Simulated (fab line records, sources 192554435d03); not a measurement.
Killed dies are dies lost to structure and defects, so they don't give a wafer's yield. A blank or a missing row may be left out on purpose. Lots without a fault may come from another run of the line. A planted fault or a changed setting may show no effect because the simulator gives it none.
fab line records | flow n5_finfet
record lots=23 wafers=69 last_day=18
route steps=1938 shown FIN_SAQP@94 DUMMY_GATE@236
lots that met no fault: from a run of the same line without faults
start_h: hours from the record's first day to the start of the lot's first wafer shown | wait_h: hours since the lot's step before | " the same as in the row above | L1.1+2: a row that stands for several wafers | - no value, or no start given | * or withheld: withheld | < > ~ a bound
route shown NAME@n: a module of which the file shows steps, and the number in the route of the first | usual: mean/standard deviation of fault-free wafers | same: alike in all rows | chamber/n: place in a boat | sites: the reading at each site | _std_site: their standard deviation | _edge_site: outer sites' mean less inner sites' | radius_mm: how far each site lies from the wafer's centre | mask NAME#n: copy n | behind: the tool/chamber that last shaped the wafer | hold: why the lot was held/for how many hours/how that ended | device: the transistor (n, p or np) that didn't switch | end of line: the same wafers' tests at the end of the route | a step without rows: its recipe alone | killed: dies lost to structure and defects at the first sort, not the wafer's yield | map: a wafer's dies, x killed, . not, _ none there
set.NAME: the setting as run; set.NAME@STEP: as run at that earlier step | model.NAME: the simulator's own value behind a step, which no gauge read
steps of the route over a sample of lots; a table a step, a row a wafer
services: from which hour (start_h, from the record's first day; less than 0 if before it) a tool's chamber was out of use, for how many hours, and why
## steps
# step N5_FIN_SAQP_ALD_61
# recipe material=SiO2 target_thk_a=40 temp_c=300 ald_precursor_family=BDEAS ald_co_reactant=O2-plasma pulse_time_s=1 purge_time_s=2 co_reactant_purge_time_s=2 ald_cycles=43 pressure_torr=2
# usual heater_power_w=481/43 precursor_pulse_height_rel=0.997/0.02 susceptor_temp_C=300.01/0.21
# columns lot.wafer tool chamber start_h wait_h heater_power_w precursor_pulse_height_rel susceptor_temp_C
L074.1 ald_sin-02 0 20.31 0.1 495 0.989 300.04
L074.2 " 3 " " 443 0.982 300.08
L074.3 " 1 " " 450 0.997 299.78
L075.3 ald_sin-03 3 27.11 0.0 506 1.023 300.26
L075.4 " 1 " " 507 0.996 299.93
L075.6 " 3 " " 498 1.028 299.98
L076.3 ald_sin-03 3 33.62 0.0 495 1.009 300.02
L076.4 " 0 " " 517 1.028 299.81
L076.6 " 3 " " 505 1.001 299.75
L077.3 ald_sin-03 0 39.24 0.2 520 0.928 300.11
L077.4 " 3 " " 491 1.017 300.05
L077.6 " 0 " " 531 1.008 299.74
L078.2 ald_sin-01 3 45.15 0.1 498 0.999 299.89
L078.4 " 1 " " 475 1.000 300.27
L078.5 " 0 " " 404 0.977 300.05
L079.3 ald_sin-03 1 51.16 0.0 521 1.014 300.27
L079.4 " 3 " " 503 1.002 299.89
L079.6 " 1 " " 519 0.961 299.95
L080.1 ald_sin-02 3 57.15 0.0 451 0.985 299.85
L080.4 " 2 " " 422 1.027 300.03
L080.6 " 0 " " 491 1.014 300.00
L081.1 ald_sin-01 0 63.12 0.0 403 1.009 300.13
L081.2 " 3 " " 491 0.971 300.53
L081.5 " 0 " " 411 1.011 300.13
L082.1 ald_sin-02 1 69.98 0.1 445 1.004 300.20
L082.4 " 0 " " 484 0.979 300.02
L082.5 " 0 " " 491 1.030 300.24
L083.1 ald_sin-02 2 77.26 1.2 416 0.981 300.19
L083.2 " 3 " " 437 0.956 300.21
L083.5 " 0 " " 493 0.974 299.44
L084.1 ald_sin-03 3 81.70 0.0 488 0.983 299.98
L084.5 " 0 " " 528 0.976 300.19
L084.6 " 3 " " 503 1.036 300.19
L085.2 ald_sin-03 0 88.06 1.4 518 0.975 299.91
L085.4 " 3 " " 497 0.994 300.19
L085.6 " 2 " " 480 1.002 300.09
L087.1 ald_sin-02 1 101.04 2.1 446 1.001 299.89
L087.2 " 0 " " 501 1.017 299.99
L087.6 " 3 " " 441 1.002 299.78
L088.2 ald_sin-02 2 105.60 0.7 405 0.979 299.94
L088.5 " 0 " " 508 1.008 300.24
L088.6 " 1 " " 432 1.007 299.80
L089.3 ald_sin-03 2 110.52 0.0 479 1.006 300.12
L089.4 " 0 " " 537 0.985 299.95
L089.5 " 2 " " 494 1.001 299.98
L090.2 ald_sin-02 3 116.97 0.0 436 1.015 299.91
L090.3 " 0 " " 500 0.984 299.36
L090.4 " 2 " " 400 0.997 299.79
L091.1 ald_sin-01 2 122.57 0.0 585 0.970 300.06
L091.3 " 0 " " 413 1.017 300.00
L091.4 " 1 " " 478 0.996 300.13
L092.2 ald_sin-03 1 129.55 0.0 502 1.046 300.42
L092.5 " 2 " " 499 1.016 300.03
L092.6 " 1 " " 512 0.992 300.04
L093.1 ald_sin-03 3 134.39 0.0 498 0.994 300.08
L093.2 " 2 " " 479 0.951 299.90
L093.3 " 1 " " 501 0.999 300.48
L094.4 ald_sin-02 3 140.85 0.0 438 1.004 300.15
L094.5 " 3 " " 426 0.981 300.26
L094.6 " 2 " " 402 0.980 299.95
L095.2 ald_sin-03 3 146.66 0.0 496 1.019 300.14
L095.4 " 0 " " 527 1.007 300.27
L095.5 " 1 " " 516 1.014 299.67
L096.1 ald_sin-01 3 152.00 0.0 496 0.978 299.94
L096.2 " 2 " " 570 1.006 299.92
L096.4 " 0 " " 413 1.028 299.86
L097.4 ald_sin-02 3 158.27 0.0 426 1.031 299.90
L097.5 " 2 " " 404 0.968 300.42
L097.6 " 3 " " 446 0.967 299.92
# step N5_FIN_SAQP_THK_MEAS_05
# usual thk_nm=38.0/0.46
# columns lot.wafer tool chamber start_h wait_h thk_nm
L074.1 film_metro-02 - 20.94 0.1 37.8
L074.2 " - " " 37.8
L074.3 " - " " 37.1
L075.3 film_metro-01 - 27.63 0.1 37.6
L075.4 " - " " 38.2
L075.6 " - " " 38.5
L076.3 film_metro-01 - 34.25 0.1 38.2
L076.4 " - " " 37.8
L076.6 " - " " 38.0
L077.3 film_metro-01 - 39.88 0.1 37.9
L077.4 " - " " 38.3
L077.6 " - " " 37.5
L078.2 film_metro-02 - 45.66 0.1 37.8
L078.4 " - " " 38.7
L078.5 " - " " 38.3
L079.3 film_metro-02 - 51.71 0.1 37.5
L079.4 " - " " 38.3
L079.6 " - " " 38.8
L080.1 film_metro-01 - 57.66 0.1 37.6
L080.4 " - " " 37.4
L080.6 " - " " 38.3
L081.1 film_metro-02 - 63.82 0.1 37.9
L081.2 " - " " 37.6
L081.5 " - " " 38.4
L082.1 film_metro-01 - 70.49 0.1 37.9
L082.4 " - " " 38.7
L082.5 " - " " 38.9
L083.1 film_metro-02 - 77.85 0.1 37.6
L083.2 " - " " 38.0
L083.5 " - " " 38.6
L084.1 film_metro-01 - 82.21 0.1 37.4
L084.5 " - " " 38.8
L084.6 " - " " 38.2
L085.2 film_metro-02 - 88.56 0.1 37.5
L085.4 " - " " 38.3
L085.6 " - " " 38.1
L087.1 film_metro-02 - 101.54 0.1 37.3
L087.2 " - " " 36.9
L087.6 " - " " 37.4
L088.2 film_metro-01 - 106.10 0.1 38.1
L088.5 " - " " 38.9
L088.6 " - " " 38.3
L089.3 film_metro-01 - 111.02 0.1 37.8
L089.4 " - " " 38.3
L089.5 " - " " 38.0
L090.2 film_metro-01 - 117.48 0.1 37.9
L090.3 " - " " 38.2
L090.4 " - " " 38.9
L091.1 film_metro-01 - 123.30 0.1 38.0
L091.3 " - " " 38.1
L091.4 " - " " 38.5
L092.2 film_metro-02 - 130.16 0.1 38.3
L092.5 " - " " 39.2
L092.6 " - " " 38.9
L093.1 film_metro-01 - 134.89 0.1 37.5
L093.2 " - " " 37.2
L093.3 " - " " 37.3
L094.4 film_metro-02 - 141.44 0.0 37.6
L094.5 " - " " 37.8
L094.6 " - " " 37.8
L095.2 film_metro-02 - 147.17 0.1 37.7
L095.4 " - " " 38.2
L095.5 " - " " 37.7
L096.1 film_metro-01 - 152.68 0.1 38.2
L096.2 " - " " 37.5
L096.4 " - " " 38.5
L097.4 film_metro-01 - 158.97 0.0 37.9
L097.5 " - " " 38.1
L097.6 " - " " 38.9
# step N5_FIN_SAQP_PECVD_06
# recipe material=a-Si target_thk_a=600 temp_c=400 precursor=SiH4/He pressure_torr=3 rf_w=100 time_s=48.1
# usual heater_power_w=825/94 showerhead_plenum_p_Torr=5.70/0.065 susceptor_temp_C=399.97/0.23 throttle_valve_pct=18.0/0.99
# columns lot.wafer tool chamber start_h wait_h heater_power_w showerhead_plenum_p_Torr susceptor_temp_C throttle_valve_pct
L074.1 pecvd-02 0 21.06 0.0 931 5.68 399.90 19.5
L074.2 " 1 " " 745 5.74 400.21 18.1
L074.3 " 2 " " 971 5.64 400.17 17.3
L075.3 pecvd-04 1 27.81 0.0 677 5.82 399.97 18.3
L075.4 " 0 " " 844 5.63 399.99 17.4
L075.6 " 1 " " 712 5.82 399.84 18.4
L076.3 pecvd-01 0 34.37 0.0 893 5.61 399.72 17.8
L076.4 " 1 " " 768 5.76 399.81 19.7
L076.6 " 0 " " 891 5.60 399.81 17.7
L077.3 pecvd-01 0 40.00 0.0 875 5.61 399.83 17.7
L077.4 " 1 " " 758 5.75 399.84 19.5
L077.6 " 0 " " 886 5.60 399.50 17.6
L078.2 pecvd-04 1 45.82 0.0 827 5.81 399.97 18.3
L078.4 " 1 " " 811 5.81 399.63 18.2
L078.5 " 0 " " 888 5.65 400.33 17.1
L079.3 pecvd-04 1 51.83 0.0 807 5.81 399.78 18.3
L079.4 " 2 " " 740 5.66 400.08 15.9
L079.6 " 0 " " 796 5.63 400.24 17.4
L080.1 pecvd-04 1 57.78 0.0 796 5.81 399.75 18.2
L080.4 " 1 " " 790 5.83 399.68 18.3
L080.6 " 0 " " 833 5.64 399.73 17.7
L081.1 pecvd-02 0 63.94 0.0 835 5.67 399.74 19.3
L081.2 " 2 " " 981 5.66 400.21 17.6
L081.5 " 2 " " 1020 5.66 399.98 17.8
L082.1 pecvd-04 2 70.65 0.0 640 5.67 399.95 16.3
L082.4 " 1 " " 822 5.81 400.05 18.2
L082.5 " 2 " " 658 5.67 399.83 16.0
L083.1 pecvd-04 1 77.97 0.0 790 5.82 400.01 18.4
L083.2 " 2 " " 742 5.66 399.91 15.9
L083.5 " 1 " " 801 5.81 399.83 18.2
L084.1 pecvd-02 0 82.32 0.0 954 5.67 400.06 19.4
L084.5 " 1 " " 748 5.74 399.75 18.1
L084.6 " 0 " " 944 5.67 400.11 19.4
L085.2 pecvd-01 1 88.68 0.0 666 5.75 400.03 19.7
L085.4 " 2 " " 947 5.73 399.88 18.6
L085.6 " 0 " " 868 5.61 399.55 17.7
L087.1 pecvd-02 1 101.66 0.0 763 5.74 400.06 17.7
L087.2 " 2 " " 964 5.65 399.83 17.6
L087.6 " 0 " " 844 5.67 399.73 19.4
L088.2 pecvd-04 1 106.22 0.0 826 5.82 399.82 18.2
L088.5 " 2 " " 718 5.67 400.56 16.0
L088.6 " 0 " " 820 5.65 400.08 17.6
L089.3 pecvd-01 0 111.14 0.0 789 5.61 399.92 17.9
L089.4 " 1 " " 655 5.78 400.00 19.7
L089.5 " 2 " " 1002 5.72 400.36 18.0
L090.2 pecvd-02 1 117.60 0.0 807 5.73 400.16 17.9
L090.3 " 2 " " 999 5.65 399.77 17.7
L090.4 " 0 " " 908 5.67 399.88 19.9
L091.1 pecvd-02 2 123.41 0.0 998 5.64 399.98 17.7
L091.3 " 0 " " 901 5.67 399.89 19.4
L091.4 " 2 " " 995 5.65 399.93 17.2
L092.2 pecvd-04 2 130.28 0.0 735 5.67 400.34 16.1
L092.5 " 2 " " 735 5.66 399.63 16.1
L092.6 " 1 " " 787 5.82 399.58 18.2
L093.1 pecvd-02 2 135.01 0.0 1032 5.66 399.95 17.4
L093.2 " 1 " " 774 5.74 399.67 17.8
L093.3 " 0 " " 828 5.69 400.11 19.3
L094.4 pecvd-01 1 141.61 0.0 649 5.74 400.05 19.6
L094.5 " 1 " " 672 5.77 399.60 19.3
L094.6 " 0 " " 808 5.59 399.71 17.8
L095.2 pecvd-04 1 147.28 0.0 729 5.81 399.99 18.1
L095.4 " 0 " " 841 5.64 400.01 17.8
L095.5 " 2 " " 725 5.65 399.80 16.2
L096.1 pecvd-04 2 152.80 0.0 739 5.66 399.88 16.4
L096.2 " 0 " " 779 5.65 399.65 17.8
L096.4 " 2 " " 737 5.67 400.09 16.4
L097.4 pecvd-02 2 159.11 0.0 909 5.66 400.21 17.6
L097.5 " 0 " " 828 5.65 400.17 19.3
L097.6 " 1 " " 728 5.73 399.83 17.7
# step N5_FIN_SAQP_HM_OPEN_73
# recipe chemistry=CHF3/O2 target=SiO2 stop_on=a-Si target_depth_a=120 over_etch_frac=1.8 mask_material=SOC time_s=16.8 pressure_mtorr=30 source_w=650 bias_w=170 Ar_flow_sccm=200 CHF3_flow_sccm=50 O2_flow_sccm=5 ion_energy_ev=200 ends=end_point
# usual bias_w=170.0/0.49 chamber_pressure_mTorr=30.002/0.028 drypump_motor_current_A=5.5/0.36 oes_product_au=0.47/0.054 rf_vpp_V=523/7.5 showerhead_plenum_p_Torr=2.41/0.083 throttle_valve_pct=18.78/0.2
# columns lot.wafer tool chamber start_h wait_h bias_w chamber_pressure_mTorr drypump_motor_current_A oes_product_au rf_hours_counter_h rf_vpp_V showerhead_plenum_p_Torr throttle_valve_pct
L074.1 rie_diel-05 2 21.82 0.0 170.4 30.025 5.9 0.44 138 528 2.51 18.64
L074.2 " 0 " " 169.7 30.027 5.0 0.53 22 523 2.44 18.25
L074.3 " 3 " " 168.9 29.989 5.7 0.43 214 520 2.29 19.03
L075.3 rie_diel-04 2 28.70 0.0 169.9 29.986 4.8 0.41 243 531 2.37 19.05
L075.4 " 1 " " 170.0 30.023 5.3 0.45 160 519 2.51 18.99
L075.6 " 3 " " 170.4 29.993 5.6 0.45 - 537 2.31 18.68
L076.3 rie_diel-04 0 35.27 0.0 168.9 30.005 5.9 0.44 139 517 2.31 18.87
L076.4 " 3 " " 169.5 29.986 5.6 0.45 138 536 2.31 18.69
L076.6 " 2 " " 170.2 29.973 4.8 0.42 - 531 2.37 19.08
L077.3 rie_diel-05 2 40.90 0.0 170.5 29.981 5.9 0.46 144 528 2.51 18.64
L077.4 " 3 " " 169.8 29.978 5.7 0.43 222 520 2.29 19.04
L077.6 " 2 " " 169.9 30.010 5.9 0.46 - 528 2.51 18.63
L078.2 rie_diel-02 2 46.61 0.0 170.3 30.009 5.9 0.45 158 513 2.50 18.92
L078.4 " 2 " " 170.3 29.992 5.9 0.45 - 512 2.50 18.92
L078.5 " 0 " " 169.6 29.995 5.6 0.45 - 530 2.32 18.79
L079.3 rie_diel-02 0 52.70 0.0 170.0 30.007 5.7 0.45 161 530 2.32 18.80
L079.4 " 1 " " 169.4 30.024 5.0 0.40 - 516 2.48 18.89
L079.6 " 0 " " 170.5 30.045 5.7 0.44 - 529 2.32 18.81
L080.1 rie_diel-02 0 58.65 0.0 170.4 29.992 5.7 0.45 164 531 2.31 18.82
L080.4 " 2 " " 170.3 29.991 5.9 0.45 - 511 2.50 18.93
L080.6 " 3 " " 170.1 30.043 5.4 0.60 - 521 2.46 18.58
L081.1 rie_diel-04 2 65.78 0.0 169.8 29.988 4.8 0.59 0 532 2.37 18.64
L081.2 " 0 " " 170.1 29.968 5.9 0.44 154 517 2.31 18.89
L081.5 " 1 " " 169.8 30.043 5.3 0.44 - 519 2.51 19.03
L082.1 rie_diel-05 2 71.44 0.0 169.7 29.973 5.9 0.45 155 528 2.50 18.66
L082.4 " 1 " " 170.7 29.962 5.5 0.46 149 530 2.33 18.92
L082.5 " 1 " " 170.6 30.015 5.5 0.47 - 530 2.33 18.94
L083.1 rie_diel-02 0 78.83 0.0 170.1 29.990 5.7 0.44 167 528 2.31 18.82
L083.2 " 2 " " 169.9 29.993 5.9 0.45 166 511 2.50 18.93
L083.5 " 0 " " 170.2 29.996 5.7 0.45 - 530 2.31 18.82
L084.1 rie_diel-02 2 83.25 0.0 170.4 30.004 5.9 0.44 167 513 2.50 18.93
L084.5 " 0 " " 169.9 29.999 5.6 0.44 - 529 2.31 18.82
L084.6 " 3 " " 169.7 30.048 5.4 0.58 - 520 2.45 18.60
L085.2 rie_diel-04 3 89.55 0.0 170.9 30.036 5.7 0.44 162 536 2.30 18.74
L085.4 " 1 " " 169.4 30.025 5.3 0.44 188 519 2.50 19.05
L085.6 " 3 " " 171.3 29.990 5.7 0.43 - 537 2.30 18.73
L087.1 rie_diel-02 0 102.53 0.0 170.9 30.013 5.7 0.44 176 529 2.31 18.84
L087.2 " 1 " " 169.7 29.976 4.9 0.55 9 516 2.47 18.53
L087.6 " 3 " " 170.5 29.978 5.4 0.57 - 521 2.45 18.61
L088.2 rie_diel-05 1 107.09 0.0 170.6 29.946 5.5 0.46 163 532 2.32 18.95
L088.5 " 2 " " 170.9 29.999 5.9 0.44 - 526 2.50 18.66
L088.6 " 1 " " 169.9 30.024 5.5 0.46 - 532 2.32 18.95
L089.3 rie_diel-04 0 112.21 0.0 169.0 29.997 5.9 0.43 172 516 2.30 18.92
L089.4 " 3 " " 170.3 29.990 5.6 0.44 170 537 2.30 18.75
L089.5 " 3 " " 169.9 29.987 5.6 0.43 - 536 2.30 18.75
L090.2 rie_diel-05 2 118.69 0.0 170.1 30.006 5.9 0.44 174 527 2.49 18.68
L090.3 " 0 " " 170.6 29.989 5.0 0.51 58 523 2.43 18.31
L090.4 " 2 " " 169.3 30.017 5.9 0.45 - 528 2.49 18.69
L091.1 rie_diel-02 3 124.28 0.0 170.3 29.983 5.4 0.56 19 522 2.45 18.62
L091.3 " 2 " " 169.9 30.035 5.9 0.42 180 512 2.49 18.94
L091.4 " 0 " " 169.6 29.994 5.7 0.43 182 529 2.31 18.83
L092.2 rie_diel-02 1 131.17 0.0 169.5 29.999 4.9 0.53 18 515 2.47 18.53
L092.5 " 3 " " 170.3 29.994 5.4 0.55 - 521 2.45 18.63
L092.6 " 2 " " 170.1 30.029 5.9 0.44 - 512 2.49 18.96
L093.1 rie_diel-02 0 135.88 0.0 170.5 30.012 5.7 0.44 185 529 2.31 18.85
L093.2 " 1 " " 169.8 30.007 5.0 0.53 19 517 2.47 18.54
L093.3 " 3 " " 170.4 30.026 5.4 0.55 22 522 2.45 18.63
L094.4 rie_diel-02 0 142.35 0.0 170.3 30.044 5.7 0.43 188 529 2.31 18.86
L094.5 " 0 " " 170.1 29.979 5.7 0.43 - 528 2.31 18.86
L094.6 " 3 " " 169.2 30.011 5.4 0.56 - 519 2.45 18.62
L095.2 rie_diel-02 2 148.15 0.0 170.2 30.044 5.9 0.43 187 511 2.49 18.99
L095.4 " 1 " " 170.0 29.969 5.0 0.52 22 516 2.47 18.56
L095.5 " 2 " " 169.8 29.998 5.9 0.44 - 512 2.49 18.96
L096.1 rie_diel-02 2 153.67 0.0 170.2 30.038 5.9 0.44 189 512 2.49 18.98
L096.2 " 3 " " 170.0 30.067 5.4 0.54 28 521 2.45 18.62
L096.4 " 1 " " 170.1 29.983 4.9 0.54 24 514 2.47 18.56
L097.4 rie_diel-04 3 159.96 0.0 169.9 29.930 5.6 0.43 186 538 2.29 18.76
L097.5 " 0 " " 170.5 29.985 5.9 0.42 - 515 2.30 18.96
L097.6 " 1 " " 169.1 30.023 5.3 0.43 - 520 2.49 19.09
# step N5_FIN_SAQP_RECESS_71
# recipe chemistry=HF/NH3 target=SiO2 target_depth_a=30 afs_cycles=1 temp_c=30 sublimation_temp_c=180 sublimation_time_s=60
# usual drypump_motor_current_A=5.6/0.47
# same afs_cycles=1
# columns lot.wafer tool chamber start_h wait_h drypump_motor_current_A
L074.1 vapor_etch-01 1 25.48 0.0 5.6
L074.2 " 0 " " 6.4
L074.3 " 1 " " 5.6
L075.3 vapor_etch-01 1 31.90 0.1 5.6
L075.4 " 0 " " 6.4
L075.6 " 0 " " 6.4
L076.3 vapor_etch-01 1 38.00 0.1 5.6
L076.4 " 0 " " 6.3
L076.6 " 0 " " 6.3
L077.3 vapor_etch-02 0 44.06 0.1 5.7
L077.4 " 1 " " 5.0
L077.6 " 1 " " 5.0
L078.2 vapor_etch-02 1 49.30 0.0 5.0
L078.4 " 1 " " 5.0
L078.5 " 0 " " 5.7
L079.3 vapor_etch-02 1 55.57 0.1 5.0
L079.4 " 0 " " 5.7
L079.6 " 1 " " 5.0
L080.1 vapor_etch-02 1 61.60 0.0 5.0
L080.4 " 1 " " 5.0
L080.6 " 1 " " 5.0
L081.1 vapor_etch-02 0 69.24 0.0 5.7
L081.2 " 1 " " 5.0
L081.5 " 1 " " 5.0
L082.1 vapor_etch-02 0 74.99 0.0 5.7
L082.4 " 1 " " 5.0
L082.5 " 1 " " 5.0
L083.1 vapor_etch-02 1 81.61 0.0 5.0
L083.2 " 0 " " 5.7
L083.5 " 1 " " 5.0
L084.1 vapor_etch-02 0 87.29 0.0 5.7
L084.5 " 1 " " 5.0
L084.6 " 0 " " 5.7
L085.2 vapor_etch-02 0 94.23 0.0 5.7
L085.4 " 1 " " 5.0
L085.6 " 1 " " 5.0
L087.1 vapor_etch-02 0 107.28 0.0 5.7
L087.2 " 1 " " 5.0
L087.6 " 0 " " 5.7
L088.2 vapor_etch-02 1 110.10 0.0 5.0
L088.5 " 0 " " 5.7
L088.6 " 1 " " 5.0
L089.3 vapor_etch-01 0 115.00 0.1 6.3
L089.4 " 1 " " 5.6
L089.5 " 1 " " 5.7
L090.2 vapor_etch-02 0 121.38 0.0 5.7
L090.3 " 0 " " 5.7
L090.4 " 1 " " 5.0
L091.1 vapor_etch-01 0 127.30 0.0 6.4
L091.3 " 0 " " 6.4
L091.4 " 1 " " 5.6
L092.2 vapor_etch-01 0 134.22 0.0 6.4
L092.5 " 1 " " 5.7
L092.6 " 0 " " 6.3
L093.1 vapor_etch-01 1 138.60 0.0 5.6
L093.2 " 0 " " 6.4
L093.3 " 0 " " 6.4
L094.4 vapor_etch-01 1 145.16 0.1 5.6
L094.5 " 1 " " 5.6
L094.6 " 0 " " 6.3
L095.2 vapor_etch-02 0 151.08 0.0 5.7
L095.4 " 1 " " 5.0
L095.5 " 1 " " 5.0
L096.1 vapor_etch-02 1 156.37 0.0 5.0
L096.2 " 0 " " 5.7
L096.4 " 0 " " 5.7
L097.4 vapor_etch-02 0 163.10 0.1 5.7
L097.5 " 1 " " 5.0
L097.6 " 0 " " 5.7
# step N5_DUMMY_GATE_ETCH_36
# recipe chemistry=CF4 target=SiARC target_depth_a=130 pressure_mtorr=40 source_w=545 bias_w=36 Ar_flow_sccm=100 cf4_flow_sccm=100 ion_energy_ev=80
# usual bias_w=36.01/0.11 chamber_pressure_mTorr=40.00/0.038 drypump_motor_current_A=5.6/0.34 oes_product_au=0.83/0.081 rf_vpp_V=184.6/1.2 showerhead_plenum_p_Torr=2.18/0.079 throttle_valve_pct=15.5/0.31
# columns lot.wafer tool chamber start_h wait_h bias_w chamber_pressure_mTorr drypump_motor_current_A oes_product_au rf_hours_counter_h rf_vpp_V showerhead_plenum_p_Torr throttle_valve_pct
L074.1 rie_diel-06 1 47.34 0.0 35.92 40.04 5.9 0.94 7 185.4 2.18 15.0
L074.2 " 3 " " 35.98 39.95 5.3 0.92 23 186.3 2.28 15.6
L074.3 " 2 " " 35.99 39.98 5.2 0.75 167 183.3 2.15 15.9
L075.3 rie_diel-06 3 52.26 0.0 35.96 40.00 5.3 0.92 25 184.8 2.28 15.6
L075.4 " 2 " " 36.09 40.00 5.2 0.74 - 184.9 2.15 15.9
L075.6 " 3 " " 35.93 39.97 5.3 0.91 - 185.9 2.28 15.6
L076.3 rie_diel-03 2 58.98 0.0 35.88 40.02 5.2 0.78 132 183.9 2.06 15.2
L076.4 " 3 " " 35.90 39.97 5.9 0.73 201 185.5 2.21 16.0
L076.6 " 0 " " 36.21 39.98 5.2 0.88 - 185.9 2.28 15.2
L077.3 rie_diel-01 3 65.79 0.0 35.97 40.09 6.2 0.95 13 182.6 2.11 15.3
L077.4 " 2 " " 36.19 40.01 6.1 0.73 184 183.1 2.05 15.7
L077.6 " 1 " " 36.15 39.99 5.8 0.76 - 184.7 2.15 15.5
L078.2 rie_diel-03 3 70.17 0.0 35.95 39.93 5.9 0.72 206 184.9 2.21 16.0
L078.4 " 1 " " 35.81 40.03 6.0 0.83 - 185.2 2.26 15.1
L078.5 " 0 " " 35.95 40.01 5.3 0.88 - 185.9 2.28 15.2
L079.3 rie_diel-06 0 77.22 0.0 36.02 39.94 5.8 0.98 7 184.0 2.10 15.5
L079.4 " 2 " " 35.85 39.94 5.2 0.74 177 183.6 2.15 15.9
L079.6 " 0 " " 36.06 39.95 5.8 0.98 - 185.0 2.10 15.5
L080.1 rie_diel-03 2 82.39 0.0 36.12 40.07 5.2 0.78 137 181.7 2.06 15.2
L080.4 " 3 " " 35.82 39.99 5.8 0.71 210 184.7 2.21 16.0
L080.6 " 2 " " 36.14 40.03 5.2 0.76 - 182.7 2.06 15.2
L081.1 rie_diel-06 1 90.26 0.0 36.07 39.98 5.9 0.91 20 184.0 2.18 15.0
L081.2 " 2 " " 35.91 40.01 5.2 0.73 181 185.4 2.15 16.0
L081.5 " 0 " " 36.23 40.03 5.7 0.96 - 184.3 2.10 15.5
L082.1 rie_diel-06 2 99.90 0.0 35.98 39.99 5.2 0.73 184 184.6 2.15 16.0
L082.4 " 0 " " 36.20 40.03 5.8 0.95 12 183.7 2.10 15.5
L082.5 " 0 " " 36.09 40.01 5.8 0.96 - 182.2 2.10 15.5
L083.1 rie_diel-06 1 107.08 0.0 36.04 40.03 5.9 0.90 25 185.2 2.18 15.1
L083.2 " 3 " " 36.00 39.97 5.3 0.87 41 186.1 2.28 15.6
L083.5 " 3 " " 35.96 40.04 5.3 0.88 - 184.5 2.28 15.6
L084.1 rie_diel-03 3 117.23 0.0 36.09 40.02 5.9 0.71 220 185.9 2.21 16.0
L084.5 " 1 " " 35.91 39.90 6.0 0.82 - 183.6 2.26 15.2
L084.6 " 2 " " 35.80 40.01 5.2 0.77 - 182.0 2.06 15.2
L085.2 rie_diel-06 3 121.01 0.0 35.97 40.01 5.3 0.87 46 184.3 2.27 15.6
L085.4 " 3 " " 36.07 40.00 5.3 0.87 - 184.8 2.27 15.6
L085.6 " 0 " " 36.18 39.99 5.8 0.94 - 184.0 2.09 15.5
L087.1 rie_diel-06 2 128.96 0.0 36.04 39.94 5.2 0.72 194 184.0 2.14 16.0
L087.2 " 3 " " 36.15 39.96 5.3 0.87 49 185.9 2.27 15.6
L087.6 " 0 " " 35.94 40.00 5.8 0.93 - 182.9 2.09 15.6
L088.2 rie_diel-03 2 131.93 0.0 36.17 40.01 5.2 0.77 151 184.4 2.05 15.3
L088.5 " 3 " " 35.97 40.06 5.9 0.71 - 183.1 2.20 16.0
L088.6 " 2 " " 35.97 40.01 5.2 0.77 - 182.5 2.06 15.3
L089.3 rie_diel-06 3 137.03 0.0 36.09 39.98 5.3 0.86 51 185.7 2.27 15.6
L089.4 " 1 " " 35.94 39.98 5.9 0.90 30 183.6 2.18 15.1
L089.5 " 0 " " 36.11 40.03 5.8 0.92 - 183.8 2.09 15.5
L090.2 rie_diel-06 0 142.31 0.0 36.03 39.99 5.8 0.91 28 183.6 2.09 15.5
L090.3 " 2 " " 36.03 40.01 5.2 0.72 197 182.7 2.14 16.0
L090.4 " 3 " " 35.92 40.04 5.3 0.86 53 185.1 2.27 15.6
L091.1 rie_diel-06 3 149.58 0.0 36.00 40.01 5.3 0.87 55 187.4 2.27 15.6
L091.3 " 1 " " 35.97 40.02 5.9 0.89 34 185.1 2.17 15.1
L091.4 " 2 " " 35.94 40.03 5.2 0.72 199 185.0 2.14 16.0
L092.2 rie_diel-06 1 159.54 0.0 36.02 40.10 5.9 0.89 35 184.8 2.17 15.1
L092.5 " 0 " " 36.12 40.04 5.8 0.92 - 184.2 2.09 15.6
L092.6 " 3 " " 36.02 40.02 5.3 0.86 - 185.0 2.27 15.6
L093.1 rie_diel-03 1 160.59 0.0 35.97 39.98 6.0 0.80 80 186.2 2.26 15.2
L093.2 " 0 " " 36.07 40.01 5.2 0.84 61 185.7 2.27 15.2
L093.3 " 2 " " 36.05 39.98 5.2 0.76 161 181.3 2.05 15.2
L094.4 rie_diel-03 2 167.55 0.0 35.95 39.97 5.2 0.75 162 182.8 2.05 15.3
L094.5 " 3 " " 36.15 40.06 5.9 0.70 - 184.6 2.20 16.0
L094.6 " 0 " " 35.96 39.92 5.2 0.84 - 184.6 2.27 15.2
L095.2 rie_diel-03 1 173.21 0.0 35.94 40.00 6.0 0.79 82 185.5 2.26 15.2
L095.4 " 3 " " 35.99 39.94 5.9 0.70 238 185.3 2.20 16.0
L095.5 " 2 " " 36.04 40.05 5.2 0.75 - 184.7 2.05 15.3
L096.1 rie_diel-03 2 177.02 0.0 36.04 39.96 5.2 0.76 165 184.5 2.05 15.3
L096.2 " 0 " " 35.93 39.96 5.3 0.82 65 184.8 2.27 15.2
L096.4 " 3 " " 35.90 40.08 5.9 0.69 239 183.9 2.20 16.0
L097.4 rie_diel-01 3 185.53 0.0 35.82 40.02 6.2 0.89 49 183.1 2.10 15.4
L097.5 " 3 " " 35.97 40.02 6.2 0.88 - 182.8 2.10 15.4
L097.6 " 0 " " 36.00 39.99 5.2 0.72 - 186.1 2.21 15.7
## services
# columns tool chamber start_h hours kind
pecvd-02 - 0.35 2.8 pm
rie_diel-06 1 2.00 18.6 repair
vapor_etch-01 - 8.34 0.2 repair
ald_sin-02 3 8.39 2.6 repair
vapor_etch-02 1 14.54 6.1 repair
ald_sin-02 - 23.39 0.9 repair
ald_sin-03 0 28.07 2.9 repair
rie_diel-03 - 32.50 14.6 pm
rie_diel-03 2 48.78 2.7 repair
pecvd-04 2 52.32 3.7 repair
rie_diel-03 2 62.74 8.3 repair
rie_diel-02 - 63.38 14.6 pm
pecvd-04 - 81.37 1.5 repair
rie_diel-06 - 82.95 0.9 repair
ald_sin-02 - 86.82 14.0 pm
pecvd-04 1 90.78 7.1 repair
rie_diel-06 3 95.68 2.3 repair
ald_sin-03 - 99.72 6.0 pm
rie_diel-04 - 99.96 4.3 pm
rie_diel-06 1 108.93 13.4 repair
rie_diel-02 - 110.97 2.8 pm
vapor_etch-02 - 127.05 2.8 pm
rie_diel-04 3 144.48 1.3 repair
rie_diel-02 1 169.13 2.1 repair
## key
fault none
